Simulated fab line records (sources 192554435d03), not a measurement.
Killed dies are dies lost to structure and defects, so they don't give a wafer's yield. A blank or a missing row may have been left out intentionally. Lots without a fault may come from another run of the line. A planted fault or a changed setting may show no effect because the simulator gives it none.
fab line records | flow n5_finfet
[record] lots = 3 | wafers = 9 | last_day = 16
route steps=1938 shown BEOL_M0_SAQP@664 BEOL_M0_CUTY@701 BEOL_M4@1111 PASSIVATION@1936
lots that met no fault: taken from a fault-free run of the same line
start_h: hours from the record's first day to the start of the lot's first wafer shown | wait_h: hours from the lot's prior step to this one | " as in the row above | L1.1+2: a single row standing in for several wafers | - either no value or no given start | * or withheld: withheld | < > ~ a bound
route shown NAME@n: NAME is a module with steps in the file, n the number in the route of the first one | usual: mean/standard deviation taken from wafers without a fault | same: alike in all rows | chamber/n: place in a boat | sites: the reading at each site | _std_site: standard deviation across them | _edge_site: outer sites' mean less inner sites' | radius_mm: for every site, how far away it sits from the centre of the wafer | mask NAME#n: copy n | behind: the most recent tool/chamber to have shaped the wafer | hold: what put the lot on hold/how long, in hours/how the hold closed | device: names the non-switching transistor (n, p or np) | end of line: the tests these same wafers got at the end of their route | for a step that has no rows: nothing shown but its recipe | killed: dies that structure and defects cost at the first sort, which is not the same as the wafer's yield | map: dies across one wafer; x = killed, . = not, _ = none there
set.NAME: the setting that was run; set.NAME@STEP: the one run at that earlier step | model.NAME: the simulator's own value behind a step, which no gauge read
certain route steps with their lots: each step a table, each wafer a row
services: the hour from which a tool's chamber was out of use, counted from the record's first day as start_h (under 0 if before that day), plus the number of hours and why
[[steps]]
[step N5_BEOL_M0_SAQP_SPACER1_ETCHBACK_99]
[recipe] chemistry = CHF3/O2 | mode = anisotropic_etchback | target = SiO2 | target_depth_a = 154 | time_s = 7.7 | pressure_mtorr = 30 | source_w = 650 | bias_w = 170 | Ar_flow_sccm = 200 | CHF3_flow_sccm = 50 | O2_flow_sccm = 5 | ion_energy_ev = 200
[step N5_BEOL_M0_SAQP_MANDREL1_REMOVE_100]
[recipe] chemistry = HBr/Cl2/O2 | bt_time_s = 10 | target = a-Si | stop_on = SiNx | endpoint = OES-SiCl | over_etch_frac = 0.85 | icp_w = 600 | bias_w = 30 | HBr_flow_sccm = 150 | Cl2_flow_sccm = 80 | O2_flow_sccm = 5 | pressure_mtorr = 10
[step N5_BEOL_M0_SAQP_ETCH_101]
[recipe] chemistry = CH3F/O2 | target = SiNx | mask_material = SiO2 | target_depth_a = 299 | time_s = 42.7 | pressure_mtorr = 30 | source_w = 395 | bias_w = 73 | Ar_flow_sccm = 150 | CH3F_flow_sccm = 30 | O2_flow_sccm = 20 | ion_energy_ev = 120
[step N5_BEOL_M0_SAQP_ETCH_102]
[recipe] chemistry = CF4 | target = SiO2 | target_depth_a = 40 | ion_energy_ev = 350 | time_s = 4.4 | pressure_mtorr = 10 | icp_w = 800 | bias_w = 400 | cf4_flow_sccm = 80
[step N5_BEOL_M0_SAQP_MANDREL_ETCH_103]
[recipe] chemistry = HBr/Cl2 | target = a-Si | target_depth_a = 450 | bt_time_s = 10 | stop_on = SiCN | mask_material = SiO2 | over_etch_frac = 0.8 | time_s = 27 | pressure_mtorr = 10 | icp_w = 800 | bias_w = 75 | HBr_flow_sccm = 150 | Cl2_flow_sccm = 80 | ends = end_point
[step N5_BEOL_M0_SAQP_RECESS_104]
[recipe] chemistry = HF/NH3 | target = SiO2 | target_depth_a = 180 | afs_cycles = 3 | temp_c = 30 | sublimation_temp_c = 180 | sublimation_time_s = 60
[step N5_BEOL_M0_SAQP_COAT_105]
[recipe] resist = SOC | temp_c = 250 | time_s = 60 | spin_rpm = 1500 | resist_thk_nm = 100
[step N5_BEOL_M0_SAQP_ETCH_106]
[recipe] chemistry = N2/H2 | target = SOC | target_depth_a = 1500 | stop_on = SiNx | ion_energy_ev = 100 | bias_w = 61 | pressure_mtorr = 30 | source_w = 850 | n2_flow_sccm = 200 | h2_flow_sccm = 200
[step N5_BEOL_M0_SAQP_ETCH_107]
[recipe] chemistry = CH3F/O2 | target = SiNx | target_depth_a = 300 | mask_material = SOC | pressure_mtorr = 30 | source_w = 395 | bias_w = 73 | Ar_flow_sccm = 150 | CH3F_flow_sccm = 30 | O2_flow_sccm = 20 | ion_energy_ev = 120
[step N5_BEOL_M0_SAQP_STRIP_108]
[recipe] chemistry = N2/H2 | power_w = 500 | temp_c = 40 | pressure_mtorr = 50 | rf_frequency_hz = 6e+07 | overash_fraction = 0.3 | bias_power_w = 28 | h2_frac = 0.5 | n2_flow_sccm = 300 | h2_flow_sccm = 300
[step N5_BEOL_M0_SAQP_RECESS_109]
[recipe] chemistry = HF/NH3 | target = SiO2 | target_depth_a = 30 | afs_cycles = 1 | temp_c = 30 | sublimation_temp_c = 180 | sublimation_time_s = 60
[step N5_BEOL_M0_SAQP_SPACER2_ALD_26]
[recipe] material = SiO2 | target_thk_a = 150 | temp_c = 300 | ald_precursor_family = BDEAS | ald_co_reactant = O2-plasma | pulse_time_s = 1 | purge_time_s = 2 | co_reactant_purge_time_s = 2 | pressure_torr = 2
[usual] heater_power_w = 462/42 | precursor_pulse_height_rel = 0.999/0.02
lot.wafer | tool       | chamber | start_h | wait_h | heater_power_w | precursor_pulse_height_rel | model.SiO2_of_BEOL_M0_SAQP_SPACER2_ALD_26.thk_nm
L830.1    | ald_sin-01 | 2       | 135.46  | 0.9    | 511            | 0.981                      | 14.8
L830.2    | "          | 1       | "       | "      | 502            | 1.028                      | 15
L830.3    | "          | 3       | "       | "      | 464            | 0.982                      | 14.8
L836.3    | ald_sin-01 | 1       | 171.14  | 0.2    | 506            | 1.019                      | 14.8
L836.5    | "          | 1       | "       | "      | 505            | 0.976                      | 21.8
L836.6    | "          | 2       | "       | "      | 506            | 1.033                      | 21.8
L847.1    | ald_sin-04 | 0       | 235.68  | 1.5    | 419            | 0.980                      | 14.8
L847.4    | "          | 3       | "       | "      | 484            | 1.004                      | 15
L847.6    | "          | 1       | "       | "      | 414            | 0.965                      | 15
[step N5_BEOL_M0_SAQP_SPACER2_ETCHBACK_27]
[recipe] chemistry = CHF3/O2 | mode = anisotropic_etchback | target = SiO2 | target_depth_a = 225 | time_s = 11.25 | pressure_mtorr = 30 | source_w = 650 | bias_w = 170 | Ar_flow_sccm = 200 | CHF3_flow_sccm = 50 | O2_flow_sccm = 5 | ion_energy_ev = 200
[step N5_BEOL_M0_SAQP_MANDREL2_REMOVE_110]
[recipe] chemistry = HBr/Cl2/O2 | bt_time_s = 10 | target = a-Si | stop_on = SiCN | endpoint = OES-SiCl | over_etch_frac = 1 | icp_w = 600 | bias_w = 30 | HBr_flow_sccm = 150 | Cl2_flow_sccm = 80 | O2_flow_sccm = 5 | pressure_mtorr = 10
[usual] drypump_motor_current_A = 5.8/0.53 | oes_product_au = 1.003/0.024 | throttle_valve_pct = 36.7/0.36
[same] bt_time_s = 10
lot.wafer | tool      | chamber | start_h | wait_h | drypump_motor_current_A | oes_product_au | rf_hours_counter_h | throttle_valve_pct | model.SiO2_of_BEOL_M0_SAQP_SPACER2_ALD_26.thk_nm | model.BEOL_M0_SAQP.cd_nm
L830.1    | rie_si-06 | 2       | 136.10  | 0.1    | 5.8                     | 0.964          | 84                 | 36.6               | 10.4                                             | 15
L830.2    | "         | 3       | "       | "      | 6.5                     | 0.977          | 33                 | 36.9               | 10.4                                             | 15
L830.3    | "         | 0       | "       | "      | 5.7                     | 1.049          | 2                  | 37.3               | 10.4                                             | 14.8
L836.3    | rie_si-01 | 1       | 171.77  | 0.1    | 5.6                     | 0.994          | 109                | 37.2               | 10.4                                             | 14.8
L836.5    | "         | 2       | "       | "      | 6.5                     | 1.030          | -                  | 36.7               | 17.4                                             | 21.8
L836.6    | "         | 3       | "       | "      | 5.8                     | 1.035          | -                  | 36.2               | 17.4                                             | 21.8
L847.1    | rie_si-02 | 0       | 236.36  | 0.1    | 5.7                     | 0.999          | 8                  | 36.9               | 10.4                                             | 14.8
L847.4    | "         | 1       | "       | "      | 5.3                     | 0.987          | 6                  | 36.6               | 10.6                                             | 15.2
L847.6    | "         | 1       | "       | "      | 5.3                     | 0.982          | -                  | 36.6               | 10.6                                             | 15.4
[step N5_BEOL_M0_SAQP_CD_MEAS_29]
[recipe] target_cd_nm = 14.4 | landing_energy_ev = 1000 | detector = se_inlens
[usual] cd_nm = 15.00/0.26
lot.wafer | tool      | chamber | start_h | wait_h | cd_nm
L830.1    | cd_sem-03 | 0       | 136.22  | 0.1    | 14.94
L830.2    | "         | 0       | "       | "      | 14.85
L830.3    | "         | 0       | "       | "      | 14.55
L836.3    | cd_sem-01 | 0       | 171.89  | 0.1    | 14.84
L836.5    | "         | 0       | "       | "      | 22.20
L836.6    | "         | 0       | "       | "      | 21.49
L847.1    | cd_sem-03 | 0       | 236.47  | 0.1    | 14.68
L847.4    | "         | 0       | "       | "      | 15.17
L847.6    | "         | 0       | "       | "      | 15.70
[step N5_BEOL_M0_SAQP_COAT_69]
[recipe] resist = SOC | temp_c = 250 | time_s = 60 | spin_rpm = 1500 | resist_thk_nm = 90
[step N5_BEOL_M0_SAQP_COAT_72]
[recipe] resist = SiARC | temp_c = 220 | time_s = 60 | spin_rpm = 1500 | resist_thk_nm = 15
[step N5_BEOL_M0_SAQP_COAT_87]
[recipe] resist = underlayer | temp_c = 205 | time_s = 60 | spin_rpm = 1500 | resist_thk_nm = 5
[step N5_BEOL_M0_SAQP_COAT_34]
[recipe] resist = CAR-EUV | spin_rpm = 1500 | resist_thk_nm = 30
[step N5_BEOL_M0_SAQP_EBR_36]
[recipe] solvent = PGMEA | ebr_width_mm = 1.5
[step N5_BEOL_M0_SAQP_SOFTBAKE_35]
[recipe] temp_c = 110 | time_s = 60 | resist = CAR-EUV
[step N5_BEOL_M0_SAQP_EXPOSE_37]
[recipe] mask_id = M0_CUT1 | na = 0.33 | source_shape = annular | sigma_inner = 0.35 | sigma_outer = 0.8 | polarization = unpolarized | target_cd_nm = 30 | dose_mj = 44.75
[step N5_BEOL_M0_SAQP_PEB_38]
[recipe] peb_temp_c = 100 | peb_time_s = 60 | resist = CAR-EUV
[step N5_BEOL_M0_SAQP_DEVELOP_39]
[recipe] develop_time_s = 30 | developer = TMAH | resist = CAR-EUV | rinse_liquid = surfactant_rinse | dry = air_spin | dev_temp_c = 23
[step N5_BEOL_M0_SAQP_DESCUM_45]
[recipe] chemistry = O2 | time_s = 7 | source_power_w = 50 | bias_power_w = 20 | pressure_mtorr = 20 | rf_frequency_hz = 2.712e+07 | temp_c = 40 | resist = CAR-EUV | o2_flow_sccm = 225
[step N5_BEOL_M0_SAQP_ETCH_88]
[recipe] chemistry = N2/H2 | target = underlayer | target_depth_a = 65 | time_s = 5.2 | ion_energy_ev = 200 | mask_material = CAR-EUV | pressure_mtorr = 30 | source_w = 840 | bias_w = 150 | n2_flow_sccm = 200 | h2_flow_sccm = 200 | ends = cleared
[step N5_BEOL_M0_SAQP_ETCH_73]
[recipe] chemistry = CF4 | target = SiARC | target_depth_a = 195 | mask_material = CAR-EUV | time_s = 32.5 | ion_energy_ev = 80 | pressure_mtorr = 40 | source_w = 545 | bias_w = 36 | Ar_flow_sccm = 100 | cf4_flow_sccm = 100 | ends = cleared
[step N5_BEOL_M0_SAQP_CUT_ETCH_46]
[recipe] chemistry = N2/H2 | target = SOC | target_depth_a = 1350 | overetch_a = 270 | temp_c = 40 | time_s = 202.5 | ion_energy_ev = 200 | mask_material = SiARC | pressure_mtorr = 30 | source_w = 840 | bias_w = 150 | n2_flow_sccm = 200 | h2_flow_sccm = 200
[step N5_BEOL_M0_SAQP_STRIP_74]
[recipe] chemistry = N2/H2 | temp_c = 40 | n2_flow_sccm = 200 | h2_flow_sccm = 200 | rf_frequency_hz = 6e+07
[step N5_BEOL_M0_SAQP_STRIP_89]
[recipe] chemistry = N2/H2 | temp_c = 40 | n2_flow_sccm = 200 | h2_flow_sccm = 200 | rf_frequency_hz = 6e+07
[step N5_BEOL_M0_SAQP_ALD_48]
[recipe] material = SiO2 | target_thk_a = 200 | temp_c = 100 | ald_precursor_family = BDEAS | ald_co_reactant = O2-plasma | pulse_time_s = 1 | co_reactant_pulse_time_s = 1 | purge_time_s = 2 | co_reactant_purge_time_s = 2 | ald_cycles = 139 | pressure_torr = 2
[step N5_BEOL_M0_SAQP_ETCH_49]
[recipe] chemistry = CF4/O2 | target_depth_a = 370 | target = SiO2 | pressure_mtorr = 40 | source_w = 535 | bias_w = 49 | Ar_flow_sccm = 100 | cf4_flow_sccm = 100 | O2_flow_sccm = 10 | ion_energy_ev = 100
[step N5_BEOL_M0_SAQP_STRIP_75]
[recipe] chemistry = CF4 | resist = SiARC | power_w = 300 | bias_power_w = 75 | pressure_mtorr = 50 | cf4_flow_sccm = 150 | rf_frequency_hz = 6e+07
[step N5_BEOL_M0_CUTY_COAT_50]
[recipe] resist = SiARC | temp_c = 220 | time_s = 60 | spin_rpm = 1500 | resist_thk_nm = 15
[step N5_BEOL_M0_CUTY_COAT_51]
[recipe] resist = CAR-ArF-block | spin_rpm = 1500 | resist_thk_nm = 150
[step N5_BEOL_M0_CUTY_EBR_52]
[recipe] solvent = PGMEA | ebr_width_mm = 1.5
[step N5_BEOL_M0_CUTY_SOFTBAKE_53]
[recipe] temp_c = 110 | time_s = 60 | resist = CAR-ArF-block
[step N5_BEOL_M0_CUTY_EXPOSE_54]
[recipe] mask_id = M0_ABLK | na = 1.35 | source_shape = conventional | sigma_outer = 0.8 | polarization = unpolarized | dose_mj = 36
[step N5_BEOL_M4_RC_MEAS_101]
[usual] DIBL_N = 36.0/2 | DIBL_P = 35.9/2.5 | IOFF_N = 0.16/0.038 | IOFF_P = 0.21/0.04 | ION_N = 675/14 | ION_P = 462/9.4 | SS_N = 71.5/0.75 | SS_P = 73.2/0.74 | VT_N = 250/3.9 | VT_P = -251/3.2
lot.wafer | tool      | chamber | start_h | wait_h | DIBL_N[mV/V] | DIBL_P[mV/V] | IOFF_N[nA/um] | IOFF_P[nA/um] | ION_N[uA/um] | ION_P[uA/um] | SS_N[mV/dec] | SS_P[mV/dec] | VT_N[mV] | VT_P[mV]
L830.1    | prober-01 | 0       | 182.19  | 0.0    | 34.6         | 34.3         | 0.14          | 0.18          | 665          | 464          | 72.2         | 72.6         | 253      | -252
L830.2    | "         | 0       | "       | "      | 36.5         | 36.9         | 0.17          | 0.21          | 683          | 469          | 71.4         | 73.5         | 251      | -252
L830.3    | "         | 0       | "       | "      | 35.2         | 36.4         | 0.15          | 0.20          | 673          | 465          | 72.1         | 72.7         | 252      | -251
L836.3    | prober-01 | 0       | 216.57  | 0.3    | 36.9         | 36.2         | 0.16          | 0.19          | 664          | 446          | 72.3         | 73.2         | 251      | -255
L847.1    | prober-01 | 0       | 276.56  | 0.0    | 35.5         | 36.7         | 0.14          | 0.21          | 681          | 474          | 70.7         | 73.0         | 253      | -249
L847.4    | "         | 0       | "       | "      | 36.1         | 37.4         | 0.15          | 0.21          | 677          | 469          | 71.4         | 73.4         | 250      | -250
L847.6    | "         | 0       | "       | "      | 34.8         | 36.1         | 0.13          | 0.19          | 671          | 464          | 71.2         | 73.0         | 255      | -250
[step N5_PASSIVATION_PROBE_49]
[usual] defect_limited_yield = 91.3/1.5 | killed_at_M0_to_M3 = 33/12 | killed_at_M4_up = 15/5.2 | killed_at_contacts = 12/5.1 | killed_at_front_end = 39/11 | killed_at_other = 5/3.6 | killed_dies = 103/18 | killed_on_rim = 14/4.3 | killed_open = 67/13 | killed_short = 33/7.8 | sort_bin_5_function = 5.1/0.96 | sort_bin_6_memory = 3.2/0.71 | sort_n_pass = 1077/18 | sort_yield_pct = 91.3/1.5
[same] gross_dies = 1180 | killed_at_back_side = 0 | sort_bin_4_leakage[%] = 0 | sort_bin_8_speed[%] = 0
lot.wafer | tool      | chamber | start_h | wait_h | defect_limited_yield[%] | killed_at_M0_to_M3 | killed_at_M4_up | killed_at_contacts | killed_at_front_end | killed_at_other | killed_dies | killed_on_rim | killed_open | killed_short | sort_bin_5_function[%] | sort_bin_6_memory[%] | sort_n_pass | sort_yield_pct[%]
L836.3    | prober-01 | -       | 313.86  | 0.1    | 91.5                    | 34                 | 10              | 14                 | 41                  | 1               | 100         | 15            | 67          | 33           | 4.5                    | 3.3                  | 1080        | 91.5
L836.5    | prober-01 | -       | 313.96  | 0.2    | 0                       | 1101               | 14              | 11                 | 52                  | 2               | 1180        | 152           | 64          | 35           | 96.7                   | 3.1                  | 0           | 0
L836.6    | prober-01 | -       | 314.01  | 0.3    | 0                       | 1123               | 5               | 10                 | 42                  | 0               | 1180        | 152           | 60          | 29           | 97.2                   | 2.6                  | 0           | 0
// killed by level:class
L836.3 STI_FIN_REVEAL:geometric_particle:open=17 MOL_CONTACT_COAG:geometric_particle:open=9 BEOL_M3:geometric_particle:open=9 BEOL_M1:geometric_particle:open=8 FIN_SAQP:geometric_particle:short=7 BEOL_M3:geometric_particle:short=6 MOL_CONTACT_COAG:geometric_particle:short=5 BEOL_M0_SAQP:geometric_particle:open=5
L836.5 BEOL_M0_SAQP:area_ald=1081 FIN_SAQP:geometric_particle:open=15 FIN_SAQP:geometric_particle:short=13 STI_FIN_REVEAL:geometric_particle:open=10 MOL_CONTACT_COAG:geometric_particle:open=9 BEOL_M0_SAQP:geometric_particle:short=6 BEOL_M4:geometric_particle:open=5 DUMMY_GATE:geometric_particle:open=4
L836.6 BEOL_M0_SAQP:area_ald=1091 BEOL_M3:geometric_particle:open=9 MOL_CONTACT_COAG:geometric_particle:open=8 FIN_SAQP:geometric_particle:open=7 STI_FIN_REVEAL:geometric_particle:open=7 DUMMY_GATE:geometric_particle:open=7 FIN_SAQP:geometric_particle:short=6 BEOL_M1:geometric_particle:short=5
// map L836.5 (x killed, . not)
_________________xxxxxxxxxxxx________________
______________xxxxxxxxxxxxxxxxxx_____________
___________xxxxxxxxxxxxxxxxxxxxxxxx__________
__________xxxxxxxxxxxxxxxxxxxxxxxxxx_________
________xxxxxxxxxxxxxxxxxxxxxxxxxxxxxx_______
_______xxxxxxxxxxxxxxxxxxxxxxxxxxxxxxxx______
______xxxxxxxxxxxxxxxxxxxxxxxxxxxxxxxxxx_____
_____xxxxxxxxxxxxxxxxxxxxxxxxxxxxxxxxxxxx____
____xxxxxxxxxxxxxxxxxxxxxxxxxxxxxxxxxxxxxx___
___xxxxxxxxxxxxxxxxxxxxxxxxxxxxxxxxxxxxxxxx__
___xxxxxxxxxxxxxxxxxxxxxxxxxxxxxxxxxxxxxxxx__
__xxxxxxxxxxxxxxxxxxxxxxxxxxxxxxxxxxxxxxxxxx_
__xxxxxxxxxxxxxxxxxxxxxxxxxxxxxxxxxxxxxxxxxx_
_xxxxxxxxxxxxxxxxxxxxxxxxxxxxxxxxxxxxxxxxxxxx
_xxxxxxxxxxxxxxxxxxxxxxxxxxxxxxxxxxxxxxxxxxxx
_xxxxxxxxxxxxxxxxxxxxxxxxxxxxxxxxxxxxxxxxxxxx
_xxxxxxxxxxxxxxxxxxxxxxxxxxxxxxxxxxxxxxxxxxxx
_xxxxxxxxxxxxxxxxxxxxxxxxxxxxxxxxxxxxxxxxxxxx
_xxxxxxxxxxxxxxxxxxxxxxxxxxxxxxxxxxxxxxxxxxxx
_xxxxxxxxxxxxxxxxxxxxxxxxxxxxxxxxxxxxxxxxxxxx
_xxxxxxxxxxxxxxxxxxxxxxxxxxxxxxxxxxxxxxxxxxxx
__xxxxxxxxxxxxxxxxxxxxxxxxxxxxxxxxxxxxxxxxxx_
__xxxxxxxxxxxxxxxxxxxxxxxxxxxxxxxxxxxxxxxxxx_
___xxxxxxxxxxxxxxxxxxxxxxxxxxxxxxxxxxxxxxxx__
___xxxxxxxxxxxxxxxxxxxxxxxxxxxxxxxxxxxxxxxx__
____xxxxxxxxxxxxxxxxxxxxxxxxxxxxxxxxxxxxxx___
_____xxxxxxxxxxxxxxxxxxxxxxxxxxxxxxxxxxxx____
______xxxxxxxxxxxxxxxxxxxxxxxxxxxxxxxxxx_____
_______xxxxxxxxxxxxxxxxxxxxxxxxxxxxxxxx______
________xxxxxxxxxxxxxxxxxxxxxxxxxxxxxx_______
__________xxxxxxxxxxxxxxxxxxxxxxxxxx_________
___________xxxxxxxxxxxxxxxxxxxxxxxx__________
______________xxxxxxxxxxxxxxxxxx_____________
_________________xxxxxxxxxxxx________________
// map L830.2 (x killed, . not)
_________________x...........________________
______________x.......x....x..x._____________
___________.x.....x............xx..__________
__________..xx..................x..._________
________....x............x..x........._______
_______......x.x............x..........______
______...............x............x....._____
_____.......x..xx..x.x.........x.........____
____x..................................x..___
___x.....x...x......x..........x...........__
___....x.....................xx..x.........__
__.x..................x.........x..x........_
__.............x.........x............x....._
_...............x............x..............x
_x............x...............x..............
_...........x...........x.......x............
_x..x.......x...x.......x....................
_............x...........x...................
_......................x.......x.....x.......
_...x........................................
_x......xx...................x...............
__...xx..........x...x.x.x............x....._
__x.......x........x..................xx...._
___...x...........................x..x.....__
___.x................x.........x...........__
____.....................x..x.............___
_____.......................x.x..........____
______.....x....x..xx.x......x.........x_____
_______x........x.........x............______
________....x.....x...x......x........_______
__________...xx....x................_________
___________...xx........x...x......__________
______________.......x..x.x.xx.x_____________
_________________.x..x...x.x.________________
[[services]]
tool       | chamber | start_h | hours | kind
rie_si-02  | 2       | 137.22  | 8.0   | repair
ald_sin-01 | 3       | 158.58  | 5.2   | repair
ald_sin-04 | -       | 176.75  | 14.0  | pm
ald_sin-04 | 0       | 176.75  | 14.0  | vent_cycle
ald_sin-04 | 1       | 176.75  | 14.0  | vent_cycle
ald_sin-04 | 2       | 176.75  | 14.0  | vent_cycle
ald_sin-04 | 3       | 176.75  | 14.0  | vent_cycle
rie_si-01  | 2       | 190.70  | 15.4  | repair
ald_sin-04 | 0       | 190.75  | -     | clean
ald_sin-04 | 1       | 190.75  | -     | clean
ald_sin-04 | 2       | 190.75  | -     | clean
ald_sin-04 | 3       | 190.75  | -     | clean
ald_sin-04 | -       | 195.90  | 14.6  | pm
ald_sin-01 | -       | 199.15  | 6.0   | pm
ald_sin-01 | 3       | 211.06  | 9.5   | repair
rie_si-06  | 3       | 217.52  | 6.3   | repair
[[key]]
[first_sign] step = N5_BEOL_M0_SAQP_CD_MEAS_29 | reading = cd_nm | direction = up | sigmas = 27 | usual = 15.00 | struck = 21.85
[effect] step = N5_PASSIVATION_PROBE_49 | reading = sort_bin_5_function | direction = up | sigmas = 95 | usual = 5.1 | struck = 96.9
[model_effect] step = N5_BEOL_M0_SAQP_SPACER2_ALD_26 | value = SiO2_of_BEOL_M0_SAQP_SPACER2_ALD_26.thk_nm | without = 14.8 | struck = 21.8
[model_effect] step = N5_BEOL_M0_SAQP_MANDREL2_REMOVE_110 | value = SiO2_of_BEOL_M0_SAQP_SPACER2_ALD_26.thk_nm | without = 10.4 | struck = 17.4
[more_kills_born_at] N5_BEOL_M0_SAQP_SPACER2_ALD_26@ald_sin-01 = 2172
met_at N5_BEOL_M0_SAQP_SPACER2_ALD_26
struck_wafers L836.5,L836.6
later_rows_left_out L836.5,L836.6
onset_between 135.46 171.14
[fault] kind = process_parameter_drift | tool = ald_sin-01 | chamber = - | onset_h = 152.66 | steps = N5_BEOL_M0_SAQP_SPACER2_ALD_26 | channel = target_thk_a | offset = * | shape = step | end_h = 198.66 | scope = struck_wafers_only | acts_in = * | stated = *
// later_rows_left_out: the simulator's readings of these wafers behind a module that went badly wrong aren't trusted and aren't shown, but for the sort
